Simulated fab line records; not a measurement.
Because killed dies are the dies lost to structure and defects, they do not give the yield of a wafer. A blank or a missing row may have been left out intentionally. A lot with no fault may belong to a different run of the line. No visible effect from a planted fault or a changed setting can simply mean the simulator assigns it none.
Chamber matching	flow n5Finfet	rieDiel-04 running N5_BEOL_M12_TRENCH_ETCH_34: 4 sister chambers
The step etches SiOC in C4F8/O2/Ar, target depth 318.95 nm, time 125.5 s. 18 wafers are shown with their chamber, then 9 later ones without.

EACH WAFER AND ITS CHAMBER
wafer	chamber	drypumpMotorCurrentA (A)	showerheadPlenumPTorr (Torr)	throttleValvePct (%)
L077.3	1	5.7	3.54	24.18
L077.5	2	6.3	3.39	24.09
L077.6	3	5.5	3.30	23.99
L079.1	3	5.5	3.30	24.00
L079.3	0	5.5	3.63	24.09
L079.4	2	6.3	3.38	24.10
L078.2	2	6.3	3.38	24.11
L078.3	3	5.5	3.30	23.99
L078.4	1	5.7	3.54	24.19
L086.1	1	5.7	3.53	24.20
L086.2	3	5.6	3.30	24.01
L086.4	0	5.5	3.62	24.09
L085.3	3	5.5	3.29	24.01
L085.5	0	5.5	3.62	24.09
L085.6	1	5.7	3.53	24.20
L088.1	1	5.7	3.53	24.21
L088.2	3	5.5	3.29	24.03
L088.4	2	6.3	3.37	24.13

SIGNATURES (means of the wafers above)
reading	chamber 0	chamber 1	chamber 2	chamber 3	scatter within a chamber
drypumpMotorCurrentA	5.500	5.700	6.300	5.517	0.0244
showerheadPlenumPTorr	3.6233	3.5340	3.3800	3.2967	0.00609
throttleValvePct	24.0900	24.1960	24.1075	24.0050	0.0135
Rule: for each reading, subtract the chamber's mean from the wafer's reading, divide by that reading's scatter and square the result; add these up over the readings and take the root, which gives the wafer's distance from the chamber. The wafer belongs to the nearest chamber; if the next one is less than 2 further off, it can't be placed. How the scatter is found: for the shown wafers, subtract from each reading the mean of its chamber, square and add these, divide the total by (wafers less chambers), then take the root.

WAFERS WITH NO CHAMBER GIVEN
wafer	drypumpMotorCurrentA (A)	showerheadPlenumPTorr (Torr)	throttleValvePct (%)
L092.2	5.7	3.52	24.22
L092.3	6.3	3.37	24.15
L092.4	5.6	3.62	24.11
L089.1	5.7	3.52	24.22
L089.2	5.6	3.29	24.04
L089.4	5.5	3.61	24.11
L093.4	5.5	3.61	24.13
L093.5	5.5	3.61	24.13
L093.6	5.7	3.52	24.21

WHICH CHAMBER EACH WENT THROUGH
wafer	from the rows above	in truth
L092.2	1	1
L092.3	2	2
L092.4	0	0
L089.1	1	1
L089.2	3	3
L089.4	0	0
L093.4	0	0
L093.5	0	0
L093.6	1	1
Correctly placed: 9 of 9. From these rows, 0 cannot be placed. Number placed wrongly: 0.
